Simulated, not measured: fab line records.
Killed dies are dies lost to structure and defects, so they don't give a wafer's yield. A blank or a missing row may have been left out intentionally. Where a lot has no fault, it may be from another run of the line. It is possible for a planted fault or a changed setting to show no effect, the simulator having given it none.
Struck lot and sound lot, side by side + flow n5Finfet + 15 out of 1938 route steps
Sound: these wafers, L133.1, L133.3, L133.5. Struck: wafer L147.2 (left out: L147.3, L147.5 of the same lot, which were not struck); the cause appears at the end.
For every step that has rows: the tool of each side, followed by ch and its chambers, followed by its first start. Under that, the readings that differ: sound wafers + struck wafers + difference of the means + sigmas: that difference in standard deviations of wafers without a fault.
alike: a reading whose means differ by less than 2 such deviations, as well as words and numbers matching on both sides. not compared: withheld readings; readings where some wafer has no value; bounds like >300 that might hide an equal value; numbers whose values overlap and for which the record gives no deviation.
Wherever a step has rows on one side only, a row that says differs or no value, or a row with sigmas, the two part there. Numbers that don't overlap but have no deviation are shown without sigmas and don't part them. A reading missing from all wafers of one side parts the sides only when that side holds two or more wafers.

N5_BEOL_M9_STRIP_80: strips in N2/H2, time 10 s.
  sound on rieDiel-05 ch 1,3; struck on rieDiel-04 ch 0
  alike: drypumpMotorCurrentA, oesProductAu, rfVppV, showerheadPlenumPTorr, throttleValvePct
  not compared: rfHoursCounterH
N5_BEOL_M9_OCD_MEAS_38:
  sound on ocd-01, day 11 00:01; struck on ocd-01, day 13 22:01
  alike: trenchDepthNm
then, 4 steps without rows for these wafers: N5_BEOL_M9_HM_STRIP_39 (strips TiN in peroxide tin strip, target depth 25 nm, time 158 s); N5_BEOL_M9_SRD_40 (time 30 s); N5_BEOL_M9_PRECLEAN_42 (cleans in residue remover, time 60 s); N5_BEOL_M9_SRD_43 (time 30 s).
N5_BEOL_M9_CD_MEAS_35: target cd 70 nm, target cd y 40 nm.
  sound on cdSem-03, day 11 00:11; struck on cdSem-03, day 13 22:10
  alike: cdNm
then, 1 step without rows for these wafers: N5_BEOL_M9_CURE_72 (cures SiCOH lowk, time 120 s).
N5_BEOL_M9_DEGAS_44: time 60 s.
  sound on pvdSputter-03, day 11 00:33; struck on pvdSputter-01, day 13 22:32
  alike: heaterPowerW
then, 1 step without rows for these wafers: N5_BEOL_M9_PRE_CLEAN_45 (time 30 s).
N5_BEOL_M9_ALD_74: deposits TaN, target thk 2 nm, pulse time 2 s, purge time 3 s.
  sound on aldMetal-04 ch 0,1,3, day 11 00:47; struck on aldMetal-02 ch 3, day 13 22:38
  alike: chamberPressureTorr, heaterPowerW, precursorVesselCarrierSccm, precursorVesselTempC
N5_BEOL_M9_SURFACE_TREAT_79:
  sound on pvdSputter-01, day 11 02:31; struck on pvdSputter-02, day 13 22:58
  not compared: throttleValvePct
N5_BEOL_M9_CVD_78: deposits Co from CCTBA/H2, target thk 2 nm, time 138.9 s.
  sound on cvdCo-02 ch 0,1,2, day 11 02:48; struck on cvdCo-02 ch 0, day 13 23:02
| reading        | sound             | struck | difference | sigmas |
|----------------|-------------------|--------|------------|--------|
| runLengthS (s) | 161.3 163.1 161.9 | 117.6  | -44.5      | -75    |
  alike: chamberPressureTorr
N5_BEOL_M9_SPUTTER_48: material Cu, target thk 12 nm, time 2 s.
  sound on pvdSputter-03, day 11 03:31; struck on pvdSputter-02, day 13 23:15
  alike: throttleValvePct
-- record jumps: 3 days separate the struck wafers' starts on either side; left off in module BEOL_M9, taken up again in module PASSIVATION, whose first shown step is the route's number 1936 --
N5_PASSIVATION_PROBE_49:
  sound on prober-01, day 13 11:56; struck on prober-02, day 16 11:37
| reading          | sound    | struck | difference | sigmas |
|------------------|----------|--------|------------|--------|
| killedAtFrontEnd | 31 41 42 | 16     | -22        | -2     |
  alike: defectLimitedYield, killed_at_M0_to_M3, killed_at_M4_up, killedAtContacts, killedAtOther, killedDies, killedOpen, killedShort, sort_bin_5_function, sort_bin_6_memory, sortNPass, sortYieldPct

WHERE THEY PART
First at N5_BEOL_M9_CVD_78; last, within this record, at N5_PASSIVATION_PROBE_49.

WHY: what the simulator had put in
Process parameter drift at N5_BEOL_M9_CVD_78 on cvdCo-02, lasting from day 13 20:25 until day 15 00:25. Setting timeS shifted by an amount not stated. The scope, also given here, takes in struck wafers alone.
